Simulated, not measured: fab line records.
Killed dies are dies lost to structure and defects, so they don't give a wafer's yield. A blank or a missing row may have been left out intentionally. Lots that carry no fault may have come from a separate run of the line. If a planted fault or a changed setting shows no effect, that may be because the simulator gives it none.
Shared-tool check ; flow nandHarc ; Sampled: 11 lots, 33 wafers

THE REASON FOR OPENING IT
At NHARC_END_SORT_01 the reading killedAtArray is flagged on 2 of 11 lots. Fault-free wafers read 56, with a standard deviation of 20.
Rule: a lot gets a flag if all its wafers with a number sit over 4 standard deviations from that mean, or if no wafer of it has a number. All remaining lots are regarded as sound.

lot;measured;on;killedAtArray, wafer by wafer;flag
L686;day 24 12:43;prober-01;37 52 45;
L687;day 24 22:21;prober-02;26 32 35;
L688;day 25 12:11;prober-01;37 69 61;
L691;day 26 14:56;prober-01;42 47 52;
L695;day 28 15:27;prober-01;41 43 35;
L700;day 29 22:22;prober-01;667 668 671;FLAGGED
L699;day 30 14:13;prober-02;675 675 676;FLAGGED
L704;day 31 17:18;prober-02;25 33 22;
L705;day 32 19:23;prober-01;64 76 68;
L706;day 33 01:31;prober-01;37 34 22;
L709;day 33 11:23;prober-01;73 52 49;
The numbers of the flagged lots are 672 on average: +616 against the usual, or +31 standard deviations.

WHICH TOOL EACH LOT WENT THROUGH
4 process steps preceding the reading are held in the record, out of 1302 steps in the route. Read each cell as the tool, then ch plus the chambers that the sampled wafers visited, then the start.
lot;flag;NHARC_A_CONTACT_ETCH_110;NHARC_A_BLC_STRIP_21;NHARC_A_BLC_ALD_23;NHARC_A_BLC_CVD_24
L686;;rieDiel-02 ch 0,1,2, day 22 00:58;rieDiel-04 ch 0,1, day 22 05:32;aldMetal-02 ch 0,1,3, day 22 06:17;cvdW-02 ch 0, day 24 12:43 or earlier
L687;;rieDiel-02 ch 0,1,2, day 22 21:22;rieDiel-04 ch 0,1,2, day 23 01:20;aldMetal-02 ch 0,1,2, day 23 02:00;cvdW-02 ch 0,1, day 24 22:21 or earlier
L688;;rieDiel-02 ch 0,2, day 23 03:55;rieDiel-07 ch 1,2,3, day 23 07:58;aldMetal-01 ch 0,1,2, day 23 08:38;cvdW-02 ch 0,1, day 25 12:11 or earlier
L691;;rieDiel-02 ch 0,2, day 24 18:17;rieDiel-07 ch 0,1, day 24 22:16;aldMetal-01 ch 1,2,3, day 24 22:56;cvdW-02 ch 0,1, day 26 14:56 or earlier
L695;;rieDiel-02 ch 0,2,3, day 26 15:23;rieDiel-07 ch 0,2,3, day 26 19:14;aldMetal-01 ch 0,3, day 26 19:53;cvdW-01 ch 0,1, day 28 15:27 or earlier
L700;FLAGGED;rieDiel-02 ch 0,1,3, day 28 00:02;rieDiel-11 ch 0,2,3, day 28 04:02;aldMetal-01 ch 1,2,3, day 28 04:42;cvdW-02 ch 0,1, day 29 22:22 or earlier
L699;FLAGGED;rieDiel-01 ch 1,2,3, day 28 14:52;rieDiel-11 ch 1,2,3, day 28 18:51;aldMetal-01 ch 0,1,3, day 28 19:31;cvdW-02 ch 0,1, day 30 14:13 or earlier
L704;;rieDiel-01 ch 0,1,3, day 29 20:37;rieDiel-11 ch 0,1,2, day 30 01:20;aldMetal-04 ch 2,3, day 30 01:59;cvdW-02 ch 0, day 31 17:18 or earlier
L705;;rieDiel-02 ch 0,1, day 30 12:19;rieDiel-07 ch 1,2,3, day 30 16:22;aldMetal-04 ch 0,2, day 30 17:01;cvdW-02 ch 0,1, day 32 19:23 or earlier
L706;;rieDiel-02 ch 1,2,3, day 30 13:50;rieDiel-11 ch 0,1, day 30 17:52;aldMetal-01 ch 0,1,2, day 30 18:34;cvdW-01 ch 0,1, day 33 01:31 or earlier
L709;;rieDiel-02 ch 2,3, day 31 13:08;rieDiel-07 ch 1,2,3, day 31 17:09;aldMetal-01 ch 0,1,3, day 31 17:49;cvdW-02 ch 0,1, day 33 11:23 or earlier
What the steps here do:
- NHARC_A_CONTACT_ETCH_110: etches the open film in CF4/O2, target depth 60 nm, overetch 6 nm, time 33 s.
- NHARC_A_BLC_STRIP_21: strips in O2.
- NHARC_A_BLC_ALD_23: deposits TiN, target thk 3 nm, pulse time 1 s, ald cycles 150.
- NHARC_A_BLC_CVD_24: deposits W, target thk 150 nm, time 434 s.
- NHARC_END_SORT_01

FLAGGED OVER TOTAL, TOOL BY TOOL (the gauges that took the reading come last)
step;tool;lots run;flagged;share of the flagged lots;sound lots run after its first flagged lot
NHARC_A_CONTACT_ETCH_110;rieDiel-01;2;1;some;1 (L704)
NHARC_A_CONTACT_ETCH_110;rieDiel-02;9;1;some;3 (L705,L706,L709)
NHARC_A_BLC_STRIP_21;rieDiel-04;2;0;none;-
NHARC_A_BLC_STRIP_21;rieDiel-07;5;0;none;-
NHARC_A_BLC_STRIP_21;rieDiel-11;4;2;all;2 (L704,L706)
NHARC_A_BLC_ALD_23;aldMetal-01;7;2;all;2 (L706,L709)
NHARC_A_BLC_ALD_23;aldMetal-02;2;0;none;-
NHARC_A_BLC_ALD_23;aldMetal-04;2;0;none;-
NHARC_A_BLC_CVD_24;cvdW-01;2;0;none;-
NHARC_A_BLC_CVD_24;cvdW-02;9;2;all;3 (L704,L705,L709)
NHARC_END_SORT_01;prober-01;8;1;some;3 (L705,L706,L709)
NHARC_END_SORT_01;prober-02;3;1;some;1 (L704)
NHARC_A_BLC_CVD_24: start missing for some lots; hours and lot order therefore follow NHARC_END_SORT_01.

THE TABLE: WHAT IT ALLOWS
In the table, 3 rows ran each flagged lot (rieDiel-11 at NHARC_A_BLC_STRIP_21; aldMetal-01 at NHARC_A_BLC_ALD_23; cvdW-02 at NHARC_A_BLC_CVD_24).
- rieDiel-11 at NHARC_A_BLC_STRIP_21 ran 4 lots, 2 of them flagged. Lots that were sound ran on it after the first flagged one (L704, L706); a persistent fault on the entire tool would not allow that.
- aldMetal-01 at NHARC_A_BLC_ALD_23 ran 7 lots, 2 of them flagged. Lots that were sound ran on it after the first flagged one (L706, L709); a persistent fault on the entire tool would not allow that. On the flagged lots its readings are blank where sound lots have values: heaterPowerOuterW, heaterPowerW, precursorPulseHeightRel, susceptorTempC.
- cvdW-02 at NHARC_A_BLC_CVD_24 ran 9 lots, 2 of them flagged. Lots that were sound ran on it after the first flagged one (L704, L705, L709); a persistent fault on the entire tool would not allow that.
Every row of the table either missed a flagged lot or ran a sound lot after the first.

WHAT HAD BEEN PUT IN BY THE SIMULATOR
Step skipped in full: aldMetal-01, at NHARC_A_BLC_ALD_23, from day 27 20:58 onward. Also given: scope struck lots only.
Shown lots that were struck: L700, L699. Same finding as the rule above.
